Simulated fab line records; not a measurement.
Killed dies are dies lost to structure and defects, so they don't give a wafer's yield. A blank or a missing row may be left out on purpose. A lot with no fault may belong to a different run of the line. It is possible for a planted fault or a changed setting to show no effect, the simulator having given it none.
The tool behind it: which one? || flow nand_harc || 6 lots with 18 wafers sampled at 3 steps, on a route of 1302 steps

WHAT EACH GAUGE READ, for each wafer
NHARC_A_CONTACT_INSPECT_10.
{"lot": "L248", "measured": "day 24 01:46", "on": "defect_inspect-02", "raw_defect_count": "62 74 67"}
{"lot": "L250", "measured": "day 25 05:47", "on": "defect_inspect-02", "raw_defect_count": "21 25 30"}
{"lot": "L258", "measured": "day 27 18:32", "on": "defect_inspect-02", "raw_defect_count": "625 670 673"}
{"lot": "L262", "measured": "day 29 21:29", "on": "defect_inspect-01", "raw_defect_count": "84 78 86"}
{"lot": "L266", "measured": "day 31 07:40", "on": "defect_inspect-01", "raw_defect_count": "60 72 67"}
{"lot": "L268", "measured": "day 32 07:41", "on": "defect_inspect-01", "raw_defect_count": "33 38 46"}

WHICH TOOL RAN EACH LOT (tool, then ch and the chambers of the sampled wafers, then the start)
{"lot": "L248", "NHARC_A_CONTACT_DEP_84": "acl_dep-02 ch 0, day 23 23:17", "NHARC_A_CONTACT_DEP_85": "pecvd-04 ch 0,1, day 24 01:02"}
{"lot": "L250", "NHARC_A_CONTACT_DEP_84": "acl_dep-01 ch 0, day 25 03:50", "NHARC_A_CONTACT_DEP_85": "pecvd-01 ch 0,1, day 25 05:01"}
{"lot": "L258", "NHARC_A_CONTACT_DEP_84": "acl_dep-01 ch 0, day 27 15:23", "NHARC_A_CONTACT_DEP_85": "pecvd-02 ch 1,2, day 27 17:42"}
{"lot": "L262", "NHARC_A_CONTACT_DEP_84": "acl_dep-03 ch 0, day 29 19:35", "NHARC_A_CONTACT_DEP_85": "pecvd-04 ch 0,1, day 29 20:49"}
{"lot": "L266", "NHARC_A_CONTACT_DEP_84": "acl_dep-02 ch 0, day 31 05:06", "NHARC_A_CONTACT_DEP_85": "pecvd-01 ch 1,2, day 31 06:51"}
{"lot": "L268", "NHARC_A_CONTACT_DEP_84": "acl_dep-02 ch 0, day 32 03:46", "NHARC_A_CONTACT_DEP_85": "pecvd-04 ch 0,1, day 32 05:13"}
- NHARC_A_CONTACT_DEP_84: deposits aC, target thk 2800 nm.
- NHARC_A_CONTACT_DEP_85: deposits SiON, target thk 60 nm.

THE ANSWER, worked out from the rows above alone
Rule: the usual values come from the lots themselves. The widest of any qualifying gaps counts: lots, ordered by their means at a reading, are off when they make up no more than a third of the lots, leave a main group of 4 or more, and stand apart from it by 3 or more times the standard deviation of that group's means. A main group whose means are all the same, to the digits that the tables above print for the reading, isn't used. Also off: a lot with no number at a reading for which 4 or more lots have one. The other lots that the step has rows for count as sound.
Off at NHARC_A_CONTACT_INSPECT_10 (raw_defect_count): L258. The main group: mean 56, standard deviation 21.
A tool fits if, at a process step before that reading, it ran every lot that is off, and no sound lot after the first of them. The gauges at NHARC_A_CONTACT_INSPECT_10 are tried like those tools. Can't be told from this: 3 tools fit, acl_dep-01 at NHARC_A_CONTACT_DEP_84, pecvd-02 at NHARC_A_CONTACT_DEP_85, defect_inspect-02 at NHARC_A_CONTACT_INSPECT_10.

WHAT HAD BEEN PUT IN BY THE SIMULATOR
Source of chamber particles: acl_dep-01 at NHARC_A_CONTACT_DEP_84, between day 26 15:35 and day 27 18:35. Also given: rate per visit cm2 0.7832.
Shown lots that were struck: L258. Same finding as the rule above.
